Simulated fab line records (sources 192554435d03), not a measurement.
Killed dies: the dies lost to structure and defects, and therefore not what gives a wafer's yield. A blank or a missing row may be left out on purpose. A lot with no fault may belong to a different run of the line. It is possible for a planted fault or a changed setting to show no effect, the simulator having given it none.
Chamber matching | flow n5-finfet | N5_BEOL_M4_ETCH_74 on rie-diel-01: 4 sister chambers
The step etches underlayer in N2/H2, target depth 6.5 nm, time 5.2 s. 16 wafers are shown with their chamber, then 8 later ones without.

## WAFERS PAIRED WITH THEIR CHAMBERS
wafer  | chamber | showerhead-plenum-p-Torr (Torr) | drypump-motor-current-A (A) | etch-rf-on-time-s (s)
L074.1 | 1       | 2.38                            | 5.8                         | 5.16
L074.3 | 0       | 2.66                            | 6.3                         | 5.28
L074.6 | 3       | 2.61                            | 6.6                         | 5.09
L076.1 | 2       | 2.71                            | 5.2                         | 4.92
L076.2 | 0       | 2.66                            | 6.3                         | 5.30
L076.3 | 1       | 2.38                            | 5.7                         | 5.17
L076.4 | 1       | 2.38                            | 5.8                         | 5.19
L076.5 | 0       | 2.66                            | 6.2                         | 5.26
L076.6 | 2       | 2.71                            | 5.2                         | 4.97
L080.2 | 2       | 2.71                            | 5.2                         | 4.98
L080.4 | 0       | 2.66                            | 6.4                         | 5.33
L080.5 | 1       | 2.38                            | 5.7                         | 5.21
L082.1 | 3       | 2.61                            | 6.5                         | 4.99
L082.3 | 2       | 2.71                            | 5.2                         | 4.97
L082.5 | 0       | 2.65                            | 6.4                         | 5.29
L083.1 | 2       | 2.71                            | 5.2                         | 4.97

SIGNATURES (averages over the wafers above)
reading                  | chamber 0 | chamber 1 | chamber 2 | chamber 3 | scatter within a chamber
showerhead-plenum-p-Torr | 2.6580    | 2.3800    | 2.7100    | 2.6100    | 0.00258
drypump-motor-current-A  | 6.320     | 5.750     | 5.200     | 6.550     | 0.0599
etch-rf-on-time-s        | 5.2920    | 5.1825    | 4.9620    | 5.0400    | 0.0309
Rule: distance of a wafer from a chamber = root of the sum over the readings of ((wafer's reading minus chamber's mean) / reading's scatter) squared. The wafer belongs to the nearest chamber; if the next one is less than 2 further off, it can't be placed. The scatter: take each reading less its chamber's mean, square it, sum over the shown wafers, divide by the number of wafers less the number of chambers, and take the root.

## WAFERS MISSING THEIR CHAMBER
wafer  | showerhead-plenum-p-Torr (Torr) | drypump-motor-current-A (A) | etch-rf-on-time-s (s)
L083.5 | 2.65                            | 6.3                         | 5.33
L083.6 | 2.71                            | 5.2                         | 5.02
L089.1 | 2.65                            | 6.3                         | 5.34
L089.5 | 2.70                            | 5.2                         | 4.96
L089.6 | 2.60                            | 6.6                         | 4.96
L090.1 | 2.60                            | 6.6                         | 4.90
L090.3 | 2.70                            | 5.2                         | 4.96
L090.5 | 2.70                            | 5.3                         | 4.94

## THE CHAMBER EACH PASSED THROUGH
wafer  | from the rows above | in truth
L083.5 | 0                   | 0
L083.6 | 2                   | 2
L089.1 | 0                   | 0
L089.5 | 2                   | 2
L089.6 | 3                   | 3
L090.1 | 3                   | 3
L090.3 | 2                   | 2
L090.5 | 2                   | 2
8 of 8 placed correctly. Can't be placed from these rows: 0. Placed wrongly: 0.
